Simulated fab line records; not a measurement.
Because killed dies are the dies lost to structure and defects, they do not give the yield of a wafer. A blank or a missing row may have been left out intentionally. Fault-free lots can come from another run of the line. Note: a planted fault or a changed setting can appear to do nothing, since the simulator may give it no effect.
A lot that was struck, set against a sound lot / flow n5 finfet / 39 steps out of a route of 1938
Sound: wafers L264.2, L264.6. Wafers struck: L273.1, L273.4. At the end, the cause is stated.
At each step with rows: each side's tool, then ch and its chambers, then its first start. Under that, the readings that differ: sound wafers / struck wafers / difference of the means / sigmas: that difference in standard deviations of wafers without a fault.
alike: readings with means less than 2 such deviations apart, plus words and numbers identical on both sides. not compared: withheld readings, readings lacking a value on some wafer, bounds such as >300 that could conceal the same value, and numbers that have no deviation in the record and whose values overlap.
Wherever a step has rows on one side only, a row that says differs or no value, or a row with sigmas, the two part there. When numbers do not overlap yet have no deviation, they are printed without sigmas and do not part them. Lack of a reading on every wafer of one side parts them only where that side has two or more wafers.

first, 10 steps without rows for these wafers: N5_DUMMY_REMOVAL_HM_STRIP_01 (strips SiNx in CH3F/O2, stops on poly-Si, target depth 4 nm, time 6.8 s); N5_DUMMY_REMOVAL_STRIP_10 (strips in N2/H2, time 40 s); N5_DUMMY_REMOVAL_PRECLEAN_07 (cleans in dHF, time 30 s); N5_DUMMY_REMOVAL_DUMMY_REMOVE_02 (chemistry TMAH, target poly-Si, stops on SiO2, target depth 142 nm, time 57 s, rinse time 30 s); N5_DUMMY_REMOVAL_PRECLEAN_08 (cleans in NF3:NH3, afs cycles 2, time 20 s, sublimation time 60 s); N5_DUMMY_REMOVAL_PRECLEAN_04 (cleans in DHF, time 37 s); N5_DUMMY_REMOVAL_SRD_05 (time 30 s); N5_HKMG_FIN_IL_REGROW_00 (material SiO2, chemistry O3, target thk 0.75 nm, time 30 s); N5_HKMG_FIN_HK_ALD_01 (deposits HfO2, target thk 1.6 nm, pulse time 3 s, purge time 3 s); N5_HKMG_FIN_HK_ANNEAL_02 (time 30 s).
N5_HKMG_FIN_ALD_74: deposits La2O3, target thk 0.5 nm, pulse time 6 s, co reactant pulse time 1 s.
  sound on ald hk-01 ch 2, day 7 12:55; struck on ald hk-01 ch 1,2, day 9 02:35
  alike: heater power outer w, heater power w, precursor pulse height rel
then, 26 steps without rows for these wafers: N5_HKMG_FIN_ALD_75 (deposits Al2O3, target thk 1 nm, co reactant pulse time 1 s); N5_HKMG_FIN_COAT_41 (time 60 s, resist thk 300 nm); N5_HKMG_FIN_COAT_42 (time 60 s, resist thk 35 nm); N5_HKMG_FIN_COAT_43 (resist thk 90 nm); N5_HKMG_FIN_EBR_45; N5_HKMG_FIN_SOFTBAKE_44 (time 60 s); N5_HKMG_FIN_EXPOSE_46 (exposes mask NDIPOLE); N5_HKMG_FIN_PEB_47 (peb time 60 s); N5_HKMG_FIN_DEVELOP_48 (develop time 30 s); N5_HKMG_FIN_DESCUM_53 (chemistry O2, time 7.9 s); N5_HKMG_FIN_ETCH_54 (etches SiARC in CF4, target depth 45.5 nm, time 75.8 s); N5_HKMG_FIN_ETCH_55 (etches SOC in N2/H2, target depth 240 nm, time 300 s); N5_HKMG_FIN_STRIP_56 (strips in N2/H2); N5_HKMG_FIN_STRIP_57 (strips in CF4); N5_HKMG_FIN_ETCH_58 (etches SOC in N2/H2, target depth 215.8 nm, time 741 s); N5_HKMG_FIN_STRIP_93 (strips SOC in N2/H2, time 20 s); N5_HKMG_FIN_WET_ETCH_76 (etches Al2O3 in dNH4OH, stops on La2O3, target depth 2.25 nm, rinse time 30 s); N5_HKMG_FIN_STRIP_60 (strips in N2/H2, time 360 s); N5_HKMG_FIN_WET_ETCH_77 (etches La2O3 in dHCl, stops on HfO2, target depth 2 nm); N5_HKMG_FIN_WET_ETCH_78 (etches Al2O3 in dNH4OH, stops on La2O3, target depth 4.5 nm, rinse time 30 s); N5_HKMG_FIN_ALD_79 (deposits TiN, target thk 1.5 nm, pulse time 1 s, purge time 3 s); N5_HKMG_FIN_CVD_62 (deposits a-Si from Si2H6, target thk 3 nm, time 20.8 s); N5_HKMG_FIN_RTA_80 (time 2 s); N5_HKMG_FIN_PRECLEAN_64 (cleans in dHF, time 30 s); N5_HKMG_FIN_WET_ETCH_65 (etches a-Si in TMAH, stops on TiN, time 49 s, target depth 3 nm); N5_HKMG_FIN_WET_ETCH_81 (etches TiN in SC1, stops on HfO2, time 57 s, target depth 6 nm).
-- a jump in the record: the struck wafers' starts before and after are 3 days apart (it breaks off in module HKMG_FIN and resumes in module BEOL_M4, where the first step shown is number 1111 of the route) --
N5_BEOL_M4_RC_MEAS_101:
  sound on prober-02 ch 0, day 11 09:37; struck on prober-01 ch 0, day 12 12:34
reading=IOFF_P (nA/um); sound=0.21 0.21; struck=0.10 0.09; difference=-0.11; sigmas=-3
reading=IOFF_P_85C (nA/um); sound=3.7 3.6; struck=1.9 1.9; difference=-1.8; sigmas=-3
reading=IOFF_P_LIN (nA/um); sound=0.100 0.097; struck=0.046 0.045; difference=-0.053; sigmas=-4
reading=IOFF_P_LONG (nA/um); sound=9.8e-05 9.8e-05; struck=5.7e-05 6.4e-05; difference=-3.7e-05; sigmas=-4
reading=ION_P (uA/um); sound=461 455; struck=438 434; difference=-22; sigmas=-2
reading=VT_N_LVT (mV); sound=98 101; struck=77 76; difference=-23; sigmas=-6
reading=VT_P (mV); sound=-252 -250; struck=-272 -273; difference=-22; sigmas=-7
reading=VT_P_LONG (mV); sound=-278 -279; struck=-298 -298; difference=-20; sigmas=-6
  alike: DIBL_N, DIBL_P, IOFF_N, ION_N, SS_N, SS_P, VT_N
-- a jump in the record: the struck wafers' starts before and after are 4 days apart (it breaks off in module BEOL_M4 and resumes in module PASSIVATION, where the first step shown is number 1936 of the route) --
N5_PASSIVATION_PROBE_49:
  sound on prober-02, day 15 12:30; struck on prober-02, day 16 19:20
reading=sort_bin_8_speed (%); sound=0 0; struck=7.88 9.24; difference=+8.56; sigmas=+99 or more
reading=sort n pass; sound=1052 1082; struck=1002 964; difference=-84; sigmas=-5
reading=sort yield pct (%); sound=89.2 91.7; struck=84.9 81.7; difference=-7.1; sigmas=-5
  alike: defect limited yield, killed_at_M0_to_M3, killed_at_M4_up, killed at contacts, killed at front end, killed at other, killed dies, killed open, killed short, sort_bin_5_function, sort_bin_6_memory

WHERE THEY PART
Last at N5_PASSIVATION_PROBE_49 as far as this record goes, first at N5_BEOL_M4_RC_MEAS_101.

WHY: the cause the simulator had injected
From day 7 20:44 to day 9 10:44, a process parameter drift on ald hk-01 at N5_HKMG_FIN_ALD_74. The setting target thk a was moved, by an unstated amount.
